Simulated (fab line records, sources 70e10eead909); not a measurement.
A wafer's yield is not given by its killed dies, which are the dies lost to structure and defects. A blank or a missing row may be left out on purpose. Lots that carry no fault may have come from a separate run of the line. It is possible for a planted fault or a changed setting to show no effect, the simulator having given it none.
Which tool did it? ; flow nandHarc ; 36 wafers sampled from 12 lots at 1 step of a route of 1159

## WHAT EACH GAUGE READ, for each wafer
NHARC_P_M1_CD_MEAS_16.
lot;measured;on;cdNm (nm)
L075;day 6 12:18;cdSem-03;129.9 129.0 130.3
L077;day 6 16:19;cdSem-02;130.0 130.2 130.6
L079;day 7 05:28;cdSem-01;129.7 129.7 129.9
L082;day 7 20:19;cdSem-01;131.0 130.0 130.4
L084;day 8 05:19;cdSem-03;128.5 129.4 128.8
L085;day 9 07:14;cdSem-02;129.4 129.9 129.5
L086;day 9 08:44;cdSem-02;130.8 130.5 130.0
L090;day 10 05:26;cdSem-01;130.3 129.6 129.0
L091;day 10 09:37;cdSem-01;128.6 128.6 128.9
L094;day 10 21:36;cdSem-01;129.3 129.7 130.7
L095;day 11 07:16;cdSem-02;130.4 130.8 130.5
L097;day 12 02:01;cdSem-02;129.3 130.3 129.1

## WHAT TOOL EACH LOT RAN ON (gives the tool, then ch and the chambers of the sampled wafers, and finally the start)
Before these readings, the record contains no process step.

## THE ANSWER, worked out from the rows above alone
Rule: usual is defined by the lots themselves. The widest of any qualifying gaps counts: lots, ordered by their means at a reading, are off when they make up no more than a third of the lots, leave a main group of 4 or more, and stand apart from it by 3 or more times the standard deviation of that group's means. The tables above print the reading to a certain number of digits; a main group whose means all agree to those digits is not used. A lot without any number at a reading at which 4 lots or more have one is off too. All remaining lots with rows at the step are treated as sound.
None of the lots is off at any reading shown; this tells nothing.

## WHAT WAS PUT IN BY THE SIMULATOR
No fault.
